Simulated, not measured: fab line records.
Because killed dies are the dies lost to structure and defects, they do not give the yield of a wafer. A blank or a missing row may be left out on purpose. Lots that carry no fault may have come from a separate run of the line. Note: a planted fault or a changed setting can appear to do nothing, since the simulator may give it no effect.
A lot that was struck, set against a sound lot ; flow n5_finfet ; 14 out of 1938 route steps
Sound: the wafers L194.3, L194.4, L194.5. Wafers struck: L198.2, L198.6. The cause is given at the end.
Each step with rows lists, per side, the tool, then ch with its chambers, then its first start. Under that, the readings that differ: sound wafers ; struck wafers ; difference of the means ; sigmas: that difference in standard deviations of wafers without a fault.
alike: a reading whose means differ by less than 2 such deviations, as well as words and numbers matching on both sides. not compared: withheld readings; readings where some wafer has no value; bounds like >300 that might hide an equal value; numbers whose values overlap and for which the record gives no deviation.
A row with sigmas, a row that says differs or no value, or rows on one side alone: a step with any of these is where the two part. Numbers that have no deviation but don't overlap get no sigmas and don't part them. A reading missing from all wafers of one side parts the sides only when that side holds two or more wafers.

first, 6 steps without rows for these wafers: N5_PASSIVATION_EBR_40; N5_PASSIVATION_SOFTBAKE_39 (time 120 s); N5_PASSIVATION_EXPOSE_41 (exposes mask PASS OPEN, defocus 0 nm, target cd 40000 nm); N5_PASSIVATION_PEB_42; N5_PASSIVATION_DEVELOP_43 (develop time 60 s); N5_PASSIVATION_HARDBAKE_45 (time 120 s).
N5_PASSIVATION_CD_MEAS_44 targets a cd of 40000 nm.
  sound on cd_sem-01 ch 0, day 14 07:34; struck on cd_sem-01 ch 0, day 16 08:14
  alike: cd_nm
N5_PASSIVATION_OVL_MEAS_66:
  sound on overlay-01 ch 0, day 14 07:36; struck on overlay-01 ch 0, day 16 08:17
  alike: PASS_OPEN_OVL
N5_PASSIVATION_INSPECT_67: inspects for defects (macro).
  sound: defect_inspect-01 at day 14 07:38; struck: defect_inspect-01 at day 16 08:18
  alike: raw_defect_count
N5_PASSIVATION_DESCUM_46: chemistry O2, time 7.9 s.
  sound on rie_diel-02 ch 2,3, day 14 07:45; struck on rie_diel-02 ch 1,3, day 16 08:20
  alike: drypump_motor_current_A, o2_flow_sccm, oes_product_au, rf_vpp_V, showerhead_plenum_p_Torr, throttle_valve_pct
  not compared: rf_hours_counter_h
N5_PASSIVATION_PASS_ETCH_47: etches SiNx in CF4/O2, target depth 770 nm, time 385 s.
  sound on rie_diel-02 ch 2,3, day 14 07:47; struck on rie_diel-02 ch 1,3, day 16 08:22
  alike: drypump_motor_current_A, oes_product_au, rf_vpp_V, showerhead_plenum_p_Torr, throttle_valve_pct
  not compared: rf_hours_counter_h
N5_PASSIVATION_ETCH_54: etches SiO2 in CHF3/O2, target depth 880 nm, time 440 s.
  sound on rie_diel-02 ch 2,3, day 14 08:01; struck on rie_diel-02 ch 1,3, day 16 08:36
reading;sound;struck;difference;sigmas
CHF3_flow_sccm (sccm);49.76 50.20 49.54;50.36 49.99;+0.34;+2
  alike: drypump_motor_current_A, oes_product_au, rf_vpp_V, showerhead_plenum_p_Torr, throttle_valve_pct
  not compared: rf_hours_counter_h
N5_PASSIVATION_STRIP_48: strips in O2.
  sound on rie_diel-02 ch 2,3, day 14 08:18; struck on rie_diel-02 ch 1,3, day 16 08:53
reading;sound;struck;difference;sigmas
temp_c (C);59.94 59.83 60.12;59.41 59.39;-0.56;-5
  alike: drypump_motor_current_A, o2_flow_sccm, oes_product_au, rf_vpp_V, showerhead_plenum_p_Torr, throttle_valve_pct
  not compared: rf_hours_counter_h
then, 1 step without rows for these wafers: N5_PASSIVATION_STRIP_52 (strips in post etch residue remover, time 1200 s).

WHERE THEY PART
At N5_PASSIVATION_ETCH_54 first; at N5_PASSIVATION_STRIP_48 last (within this record only).

WHY: whatever the simulator had introduced
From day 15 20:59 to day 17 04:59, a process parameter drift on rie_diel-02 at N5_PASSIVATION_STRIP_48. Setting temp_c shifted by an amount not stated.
